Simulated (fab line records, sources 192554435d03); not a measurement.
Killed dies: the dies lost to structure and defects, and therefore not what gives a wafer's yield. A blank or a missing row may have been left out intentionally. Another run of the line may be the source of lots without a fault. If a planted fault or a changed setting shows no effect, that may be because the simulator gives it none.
fab line records -- flow n5-finfet
[record] lots = 5, wafers = 15, last-day = 18
route steps=1938 shown BEOL_M9@1448 PASSIVATION@1936
lots that met no fault: taken from a fault-free run of the same line
start-h: the number of hours between the record's first day and the start of the first shown wafer of the lot -- wait-h: time in hours since the lot's previous step -- " as in the row above -- L1.1+2: one row covering several wafers at once -- - no value, or no start was given -- * or withheld: withheld -- < > ~ a bound
route shown NAME@n: a module of which the file shows steps, and the number in the route of the first -- usual: mean and standard deviation over wafers with no fault -- same: alike in all rows -- chamber/n: place in a boat -- sites: the reading at each site -- _std_site: the values' standard deviation -- _edge_site: outer sites' mean less inner sites' -- radius-mm: how far each site lies from the wafer's centre -- mask NAME#n: copy n -- behind: the last tool/chamber to shape the wafer -- hold: why the lot was held/for how many hours/how that ended -- device: the transistor (n, p or np) that didn't switch -- end of line: the tests these same wafers got at the end of their route -- a step without rows: its recipe alone -- killed: dies that structure and defects cost at the first sort, which is not the same as the wafer's yield -- map: the dies of a wafer, with x for killed, . for not killed, _ for no die there
set.NAME: the setting that was run; set.NAME@STEP: the one run at that earlier step -- model.NAME: the simulator's own value behind a step, which no gauge read
lots at some steps of the route; a table a step, a row a wafer
services: when a tool's chamber went out of use (start-h, in hours from the record's first day, below 0 if earlier), for how many hours, and the reason
[[steps]]
[step N5_BEOL_M9_STRIP_80]
[recipe] chemistry = N2/H2, time-s = 10, power-w = 450, temp-c = 40, pressure-mtorr = 20, rf-frequency-hz = 6e+07, bias-power-w = 7, n2-flow-sccm = 200, h2-flow-sccm = 200
[usual] drypump-motor-current-A = 5.9/0.58, oes-product-au = 0.83/0.085, rf-vpp-V = 59.2/0.84, showerhead-plenum-p-Torr = 2.56/0.084, throttle-valve-pct = 23.65/0.29
lot.wafer,tool,chamber,start-h,wait-h,drypump-motor-current-A,oes-product-au,rf-hours-counter-h,rf-vpp-V,showerhead-plenum-p-Torr,throttle-valve-pct
L501.2,rie-diel-04,3,-,-,5.5,0.90,34,59.5,2.68,23.01
L501.5,rie-diel-04,3,-,-,5.5,0.89,-,59.4,2.68,23.00
L501.6,rie-diel-04,2,-,-,5.7,0.68,-,60.3,2.59,23.59
L508.1,rie-diel-04,1,-,-,5.4,0.91,14,59.3,2.60,23.61
L508.2,rie-diel-04,3,-,-,5.5,0.87,50,60.4,2.67,23.02
L508.5,rie-diel-04,0,-,-,5.4,0.91,-,60.1,2.58,24.08
L514.1,rie-diel-02,2,-,-,6.7,0.78,121,59.4,2.55,23.98
L514.3,rie-diel-02,1,-,-,6.2,0.86,45,59.4,2.48,23.94
L514.4,rie-diel-02,3,-,-,6.5,0.74,202,59.7,2.52,23.63
L517.1,rie-diel-05,3,-,-,6.4,0.75,147,59.7,2.43,23.78
L517.5,rie-diel-05,1,-,-,5.6,0.74,-,57.1,2.42,23.56
L517.6,rie-diel-05,2,-,-,6.4,0.84,-,58.0,2.47,23.46
L518.3,rie-diel-02,0,-,-,5.0,0.92,44,61.4,2.68,23.41
L518.4,rie-diel-02,3,-,-,6.5,0.73,211,58.9,2.52,23.65
L518.5,rie-diel-02,1,-,-,6.2,0.84,-,59.5,2.47,23.99
[step N5_BEOL_M9_OCD_MEAS_38]
[usual] trench-depth-nm = 150/3.2
lot.wafer,tool,chamber,start-h,wait-h,trench-depth-nm
L501.2,ocd-01,-,245.87,-,148
L501.5,ocd-01,-,245.87,-,147
L501.6,ocd-01,-,245.87,-,147
L508.1,ocd-02,-,290.89,-,152
L508.2,ocd-02,-,290.89,-,150
L508.5,ocd-02,-,290.89,-,151
L514.1,ocd-01,-,333.78,-,147
L514.3,ocd-01,-,333.78,-,149
L514.4,ocd-01,-,333.78,-,147
L517.1,ocd-01,-,341.46,-,147
L517.5,ocd-01,-,341.46,-,149
L517.6,ocd-01,-,341.46,-,149
L518.3,ocd-02,-,366.22,-,158
L518.4,ocd-02,-,366.22,-,147
L518.5,ocd-02,-,366.22,-,152
[step N5_BEOL_M9_HM_STRIP_39]
[recipe] chemistry = peroxide-tin-strip, material = TiN, target-depth-a = 250, temp-c = 50, time-s = 158
[step N5_BEOL_M9_SRD_40]
[recipe] time-s = 30, temp-c = 23, rinse-liquid = diw, dry = ipa-marangoni
[step N5_BEOL_M9_PRECLEAN_42]
[recipe] chemistry = residue-remover, time-s = 60, temp-c = 40
[step N5_BEOL_M9_SRD_43]
[recipe] time-s = 30, temp-c = 23, rinse-liquid = diw, dry = ipa-marangoni
[step N5_BEOL_M9_CD_MEAS_35]
[recipe] target-cd-nm = 70, target-cd-y-nm = 40, polarity = opening
[usual] cd-nm = 70.0/0.59
lot.wafer,tool,chamber,start-h,wait-h,cd-nm
L501.2,cd-sem-03,-,246.03,0.0,70.3
L501.5,cd-sem-03,-,246.03,0.0,70.5
L501.6,cd-sem-03,-,246.03,0.0,68.9
L508.1,cd-sem-03,-,291.05,0.0,70.5
L508.2,cd-sem-03,-,291.05,0.0,70.7
L508.5,cd-sem-03,-,291.05,0.0,70.1
L514.1,cd-sem-02,-,333.93,0.0,69.8
L514.3,cd-sem-02,-,333.93,0.0,70.1
L514.4,cd-sem-02,-,333.93,0.0,69.5
L517.1,cd-sem-03,-,341.62,0.0,69.1
L517.5,cd-sem-03,-,341.62,0.0,69.2
L517.6,cd-sem-03,-,341.62,0.0,69.2
L518.3,cd-sem-01,-,366.37,0.0,69.1
L518.4,cd-sem-01,-,366.37,0.0,69.5
L518.5,cd-sem-01,-,366.37,0.0,69.9
[step N5_BEOL_M9_CURE_72]
[recipe] temp-c = 370, time-s = 120, ambient = DMADMS/He, material = SiCOH_lowk
[usual] lamp-power-pct = 52.31/0.052, wafer_temp_C_max = 371.6/0.4
lot.wafer,tool,chamber,start-h,wait-h,lamp-power-pct,wafer_temp_C_max
L501.2,uv-cure-01,0,246.16,0.1,52.30,371.9
L501.5,uv-cure-01,0,246.16,0.1,52.29,371.5
L501.6,uv-cure-01,0,246.16,0.1,52.34,371.6
L508.1,uv-cure-01,2,291.09,0.0,52.23,372.1
L508.2,uv-cure-01,2,291.09,0.0,52.38,371.6
L508.5,uv-cure-01,2,291.09,0.0,52.28,371.9
L514.1,uv-cure-02,1,334.18,0.2,52.25,372.2
L514.3,uv-cure-02,1,334.18,0.2,52.38,372.6
L514.4,uv-cure-02,1,334.18,0.2,52.29,372.1
L517.1,uv-cure-02,2,341.66,0.0,52.37,371.9
L517.5,uv-cure-02,2,341.66,0.0,52.31,371.7
L517.6,uv-cure-02,2,341.66,0.0,52.28,372.5
L518.3,uv-cure-02,2,366.51,0.1,52.38,371.5
L518.4,uv-cure-02,2,366.51,0.1,52.28,371.4
L518.5,uv-cure-02,2,366.51,0.1,52.35,371.4
[step N5_BEOL_M9_DEGAS_44]
[recipe] ambient = vacuum, temp-c = 250, time-s = 60
[usual] heater-power-w = 335/25
lot.wafer,tool,chamber,start-h,wait-h,heater-power-w
L501.2,pvd-sputter-03,-,246.51,0.3,320
L501.5,pvd-sputter-03,-,246.51,0.3,357
L501.6,pvd-sputter-03,-,246.51,0.3,320
L508.1,pvd-sputter-02,-,291.73,0.6,331
L508.2,pvd-sputter-02,-,291.73,0.6,371
L508.5,pvd-sputter-02,-,291.73,0.6,371
L514.1,pvd-sputter-02,-,335.50,1.3,330
L514.3,pvd-sputter-02,-,335.50,1.3,368
L514.4,pvd-sputter-02,-,335.50,1.3,344
L517.1,pvd-sputter-02,-,341.98,0.3,325
L517.5,pvd-sputter-02,-,341.98,0.3,314
L517.6,pvd-sputter-02,-,341.98,0.3,324
L518.3,pvd-sputter-01,-,366.73,0.2,300
L518.4,pvd-sputter-01,-,366.73,0.2,356
L518.5,pvd-sputter-01,-,366.73,0.2,358
[step N5_BEOL_M9_PRE_CLEAN_45]
[recipe] gas = H2/He, time-s = 30, temp-c = 250
[step N5_BEOL_M9_ALD_74]
[recipe] material = TaN, target-thk-a = 20, temp-c = 275, ald-precursor-family = PDMAT, ald-co-reactant = NH3, pressure-torr = 3, carrier-flow-sccm = 1500, pulse-time-s = 2, purge-time-s = 3, co-reactant-purge-time-s = 2, co-reactant-pulse-time-s = 3, ald-cycles = 40, precursor-vessel-temp-c = 75, precursor-vessel-pressure-torr = 26.25, precursor-vessel-carrier-sccm = 1000
[usual] heater-power-w = 403/33
[same] pulse-time-s = 2
lot.wafer,tool,chamber,start-h,wait-h,heater-power-w
L501.2,ald-metal-04,0,246.61,0.0,377
L501.5,ald-metal-04,3,246.61,0.0,407
L501.6,ald-metal-04,0,246.61,0.0,377
L508.1,ald-metal-01,1,291.83,0.0,432
L508.2,ald-metal-01,0,291.83,0.0,377
L508.5,ald-metal-01,1,291.83,0.0,422
L514.1,ald-metal-01,1,335.60,0.0,415
L514.3,ald-metal-01,2,335.60,0.0,399
L514.4,ald-metal-01,3,335.60,0.0,445
L517.1,ald-metal-01,2,342.09,0.1,396
L517.5,ald-metal-01,1,342.09,0.1,407
L517.6,ald-metal-01,2,342.09,0.1,393
L518.3,ald-metal-04,0,366.85,0.1,381
L518.4,ald-metal-04,3,366.85,0.1,395
L518.5,ald-metal-04,3,366.85,0.1,399
[step N5_BEOL_M9_SURFACE_TREAT_79]
[recipe] gas = Ar, time-s = *, ion-energy-ev = *, ion-current-ma-cm2 = 0.5, pressure-mtorr = *, ar-flow-sccm = 30
[step N5_BEOL_M9_CVD_78]
[recipe] material = Co, target-thk-a = 20, temp-c = withheld, precursor = CCTBA/H2, pressure-torr = 30, time-s = 138.9
[usual] run-length-s = 161.7/0.61
lot.wafer,tool,chamber,start-h,wait-h,run-length-s
L501.2,cvd-co-02,0,247.18,0.3,162.2
L501.5,cvd-co-02,1,247.18,0.3,162.2
L501.6,cvd-co-02,0,247.18,0.3,161.8
L508.1,cvd-co-01,2,292.39,0.2,161.7
L508.2,cvd-co-01,0,292.39,0.2,162.1
L508.5,cvd-co-01,2,292.39,0.2,161.9
L514.1,cvd-co-02,1,336.05,0.1,163.8
L514.3,cvd-co-02,0,336.05,0.1,161.6
L514.4,cvd-co-02,0,336.05,0.1,161.9
L517.1,cvd-co-01,0,342.76,0.1,161.9
L517.5,cvd-co-01,2,342.76,0.1,161.8
L517.6,cvd-co-01,0,342.76,0.1,161.8
L518.3,cvd-co-01,2,367.28,0.1,162.0
L518.4,cvd-co-01,2,367.28,0.1,161.8
L518.5,cvd-co-01,0,367.28,0.1,161.8
[step N5_BEOL_M9_SPUTTER_48]
[recipe] material = Cu, target-thk-a = 120, temp-c = -20, bias-v = 60, power-w = 26000, chamber-pressure-pa = 0.13, time-s = 2
[usual] cathode-dc-power-W = 26000/5, throttle-valve-pct = 29.9/0.98
lot.wafer,tool,chamber,start-h,wait-h,cathode-dc-power-W,throttle-valve-pct
L501.2,pvd-sputter-01,-,247.33,0.1,25997,29.6
L501.5,pvd-sputter-01,-,247.33,0.1,26004,29.4
L501.6,pvd-sputter-01,-,247.33,0.1,26004,30.1
L508.1,pvd-sputter-02,-,292.53,0.1,26002,29.3
L508.2,pvd-sputter-02,-,292.53,0.1,25998,29.3
L508.5,pvd-sputter-02,-,292.53,0.1,25994,29.2
L514.1,pvd-sputter-02,-,336.16,0.1,26006,28.9
L514.3,pvd-sputter-02,-,336.16,0.1,25999,29.5
L514.4,pvd-sputter-02,-,336.16,0.1,26002,29.4
L517.1,pvd-sputter-01,-,342.94,0.1,25995,31.7
L517.5,pvd-sputter-01,-,342.94,0.1,25999,30.2
L517.6,pvd-sputter-01,-,342.94,0.1,25996,31.3
L518.3,pvd-sputter-02,-,368.74,1.4,25999,29.4
L518.4,pvd-sputter-02,-,368.74,1.4,25996,28.6
L518.5,pvd-sputter-02,-,368.74,1.4,25994,29.3
[step N5_PASSIVATION_PROBE_49]
[usual] defect-limited-yield = 91.6/1.6, killed_at_M0_to_M3 = 31/10, killed_at_M4_up = 14/6.3, killed-at-contacts = 12/6.1, killed-at-front-end = 39/12, killed-at-other = 3.7/2.8, killed-dies = 100/19, killed-open = 66/14, killed-short = 33/8.1, sort_bin_5_function = 5.0/1.1, sort_bin_6_memory = 3.2/0.66, sort_bin_8_speed = 0.01/0.077, sort-n-pass = 1080/18, sort-yield-pct = 91.6/1.6
[same] gross-dies = 1180, killed-at-back-side = 0, sort_bin_4_leakage[%] = 0
lot.wafer,tool,chamber,start-h,wait-h,defect-limited-yield[%],killed_at_M0_to_M3,killed_at_M4_up,killed-at-contacts,killed-at-front-end,killed-at-other,killed-dies,killed-open,killed-short,sort_bin_5_function[%],sort_bin_6_memory[%],sort_bin_8_speed[%],sort-n-pass,sort-yield-pct[%]
L501.2,prober-02,-,304.58,0.1,93.6,21,6,10,38,1,76,60,13,3.6,2.7,0,1104,93.6
L501.5,prober-02,-,304.73,0.2,91.3,28,8,8,53,6,103,72,29,5.5,3.1,0,1077,91.3
L501.6,prober-02,-,304.78,0.3,91.4,30,13,7,43,9,102,58,41,4.8,3.4,0,1078,91.4
L508.1,prober-02,-,347.75,0.0,93.0,24,7,5,44,3,83,52,29,3.7,3.1,0,1097,93.0
L508.2,prober-02,-,347.80,0.1,93.0,39,25,2,17,0,83,55,28,3.8,3.1,0,1097,93.0
L508.5,prober-02,-,347.95,0.2,93.8,25,13,4,28,3,73,54,19,3.6,2.5,0,1107,93.8
L514.1,prober-01,-,393.20,0.0,91.9,13,24,10,42,6,95,68,27,4.7,3.1,0,1085,91.9
L514.3,prober-01,-,393.30,0.1,90.0,32,9,29,45,3,118,89,27,5.8,4.1,0,1062,90.0
L514.4,prober-01,-,393.35,0.2,93.3,23,13,17,26,0,79,53,26,3.9,2.5,0,1101,93.3
// killed by level:class
L501.2 STI_FIN_REVEAL:geometric-particle:open=16 FIN_SAQP:geometric-particle:open=9 MOL_CONTACT_COAG:geometric-particle:open=9 BEOL_M0_SAQP:geometric-particle:open=5 BEOL_M3:geometric-particle:open=5 BEOL_M0_SAQP:geometric-particle:short=4 BEOL_M1:geometric-particle:open=3 BEOL_M4:geometric-particle:open=3
L501.5 FIN_SAQP:geometric-particle:open=13 STI_FIN_REVEAL:geometric-particle:open=12 BEOL_M1:geometric-particle:open=9 MOL_CONTACT_COAG:geometric-particle:open=7 FIN_SAQP:geometric-particle:short=5 STI_FIN_REVEAL:geometric-particle:short=4 DUMMY_GATE:geometric-particle:short=4 GATE_CUT:geometric-particle:open=4
L501.6 FIN_SAQP:geometric-particle:open=8 FIN_SAQP:geometric-particle:short=8 BEOL_M0_SAQP:geometric-particle:short=8 BEOL_M3:geometric-particle:open=6 GATE_CUT:geometric-particle:short=6 BEOL_M5:geometric-particle:open=6 STI_FIN_REVEAL:geometric-particle:open=5 MOL_CONTACT_COAG:geometric-particle:open=5
L508.1 FIN_SAQP:geometric-particle:open=13 FIN_SAQP:geometric-particle:short=7 BEOL_M1:geometric-particle:open=6 MOL_CONTACT_COAG:geometric-particle:open=5 GATE_CUT:geometric-particle:open=4 BEOL_M3:geometric-particle:open=4 BEOL_M0_SAQP:geometric-particle:short=3 BEOL_M0_SAQP:geometric-particle:open=3
L508.2 BEOL_M4:geometric-particle:open=14 BEOL_M1:geometric-particle:open=10 BEOL_M0_SAQP:geometric-particle:open=8 BEOL_M0_SAQP:geometric-particle:short=7 BEOL_M2:geometric-particle:open=7 BEOL_M4:geometric-particle:short=5 BEOL_M3:geometric-particle:open=4 STARTING-WAFER:geometric-particle:short=3
L508.5 BEOL_M3:geometric-particle:open=10 FIN_SAQP:geometric-particle:open=8 BEOL_M1:geometric-particle:open=8 BEOL_M4:geometric-particle:open=8 ILD0:geometric-particle:short=4 MOL_CONTACT_COAG:geometric-particle:open=3 BEOL_M3:geometric-particle:short=3 FIN_SAQP:geometric-particle:short=2
L514.1 BEOL_M5:geometric-particle:open=12 STI_FIN_REVEAL:geometric-particle:open=11 MOL_CONTACT_COAG:geometric-particle:open=10 BEOL_M1:geometric-particle:open=9 GATE_CUT:geometric-particle:short=7 FIN_SAQP:geometric-particle:short=5 FIN_SAQP:geometric-particle:open=5 STARTING-WAFER:geometric-particle:open=5
L514.3 MOL_CONTACT_COAG:geometric-particle:open=25 STI_FIN_REVEAL:geometric-particle:open=14 FIN_SAQP:geometric-particle:open=10 BEOL_M3:geometric-particle:open=10 BEOL_M0_SAQP:geometric-particle:short=8 BEOL_M0_SAQP:geometric-particle:open=7 FIN_SAQP:geometric-particle:short=5 DUMMY_GATE:geometric-particle:open=4
L514.4 MOL_CONTACT_COAG:geometric-particle:open=11 STI_FIN_REVEAL:geometric-particle:open=7 FIN_SAQP:geometric-particle:open=6 MOL_CONTACT_COAG:geometric-particle:short=6 BEOL_M0_SAQP:geometric-particle:short=6 BEOL_M0_SAQP:geometric-particle:open=5 BEOL_M4:geometric-particle:open=4 FIN_SAQP:geometric-particle:short=3
[[services]]
tool,chamber,start-h,hours,kind
uv-cure-02,-,245.75,14.6,pm
cvd-co-01,1,257.55,8.4,repair
uv-cure-02,-,260.35,7.5,pm
rie-diel-04,2,265.06,-,clean
rie-diel-04,2,265.06,-,consumable-replace:focus-ring
rie-diel-04,2,265.06,27.9,scheduled-down
rie-diel-04,2,265.06,27.9,vent-cycle
ald-metal-01,3,285.25,17.3,repair
pvd-sputter-01,-,310.44,9.1,repair
ald-metal-01,2,318.19,1.8,repair
rie-diel-02,0,324.30,6.3,repair
rie-diel-05,0,324.47,-,clean
rie-diel-05,0,324.47,-,consumable-replace:focus-ring
rie-diel-05,0,324.47,21.5,scheduled-down
rie-diel-05,0,324.47,21.5,vent-cycle
cvd-co-01,1,333.41,-,clean
cvd-co-01,1,333.41,22.0,scheduled-down
cvd-co-01,1,333.41,22.0,vent-cycle
pvd-sputter-03,-,336.33,4.2,repair
ald-metal-04,-,360.63,6.0,pm
uv-cure-01,-,361.85,22.2,pm
[[key]]
[first-sign] step = N5_BEOL_M9_CVD_78, reading = run-length-s, direction = up, sigmas = 3.6, usual = *, struck = *
effect none on later readings
met-at N5_BEOL_M9_CVD_78
struck-wafers L514.1
onset-between 247.18 336.05
[fault] kind = process-parameter-drift, tool = cvd-co-02, chamber = 1, onset-h = 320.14, steps = N5_BEOL_M9_CVD_78, channel = time-s, offset = *, shape = step, end-h = 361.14, acts-in = *, stated = *
